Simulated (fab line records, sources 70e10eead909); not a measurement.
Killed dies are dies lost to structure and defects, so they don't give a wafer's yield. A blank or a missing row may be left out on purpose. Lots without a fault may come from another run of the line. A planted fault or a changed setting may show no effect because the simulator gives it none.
Problem report in the 8D (eight disciplines) form, filled by code | flow nand_harc | the parts of the form that need people (team, actions taken, sign-off) are left out

1. THE PROBLEM
rf_fwd_power_W at NHARC_A_STAIRCASE_ETCH_201 reads a mean of 690.9 W on 6 wafers of 2 lots; wafers without a fault read 592.8 W with a standard deviation of 2.6. That is +38 standard deviations from the usual mean.
The step: etches the open film in C4F8/O2, target depth 100 nm, time 40.5 s.
First seen on wafer L453.2, day 22 12:54, on rie_diel-01. The record holds 33 wafers of 11 lots with a number at this step. Rule for "out", or "out of limits": more than 4 standard deviations from the usual mean. The other wafers with a number count as sound.

2. WHAT IT IS AND WHAT IT IS NOT
question                    | is                             | is not
which readings at this step | rf_fwd_power_W, oes_product_au | rf_vpp_V
which lots                  | L452, L453                     | L436, L437, L440, L441, L444, L445, L446, L454, L455
which wafers of those lots  | all that have a number         | -
read on which tools         | rie_diel-01                    | rie_diel-05, rie_diel-06
when                        | from day 22 12:54              | up to then (21 sound wafers); but 6 sound wafers of L454, L455 came after

3. SUSPECTS, AND WHAT RULES EACH OUT
Counting: a tool at a process step up to the reading stays a suspect if it ran every lot that is out and no sound lot after the first of them.
- rie_diel-01 at NHARC_A_STAIRCASE_ETCH_201 (etches the open film in C4F8/O2, target depth 100 nm, time 40.5 s): kept. It ran every lot that is out, first L453 (day 22 12:54), and no sound lot after that; its last sound lot up to then is L444 (day 19 02:17). Its own readings are out on those wafers: oes_product_au, rf_fwd_power_W.
Left after counting: rie_diel-01 at NHARC_A_STAIRCASE_ETCH_201.

4. THE CAUSE (what the simulator had put in)
Process parameter drift: rie_diel-01, from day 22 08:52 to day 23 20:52, at NHARC_A_STAIRCASE_ETCH_201. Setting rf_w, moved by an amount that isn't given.
Counting left only this tool.

5. THE CHAIN OF EFFECTS, in route order
Each row: a reading whose mean over the struck wafers that have a number lies more than 3 standard deviations from the usual. Only readings for which the record gives a usual standard deviation are gone through. hours: the time from each lot's start at the first step in this table that gives one to its start at this step, as a median over the lots. sigmas: the change in usual standard deviations.
hours | step                       | reading        | usual      | on struck wafers | change | sigmas
0     | NHARC_A_STAIRCASE_ETCH_201 | oes_product_au | 0.943 a.u. | 1.022            | +0.079 | +6.6
0     | NHARC_A_STAIRCASE_ETCH_201 | rf_fwd_power_W | 592.8 W    | 690.9            | +98.1  | +38
The process steps in it:
- NHARC_A_STAIRCASE_ETCH_201: etches the open film in C4F8/O2, target depth 100 nm, time 40.5 s.

6. WHAT WOULD HAVE CAUGHT IT SOONER
In this record the first reading out of limits was taken at day 22 12:54, 4 hours after the fault began at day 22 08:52.
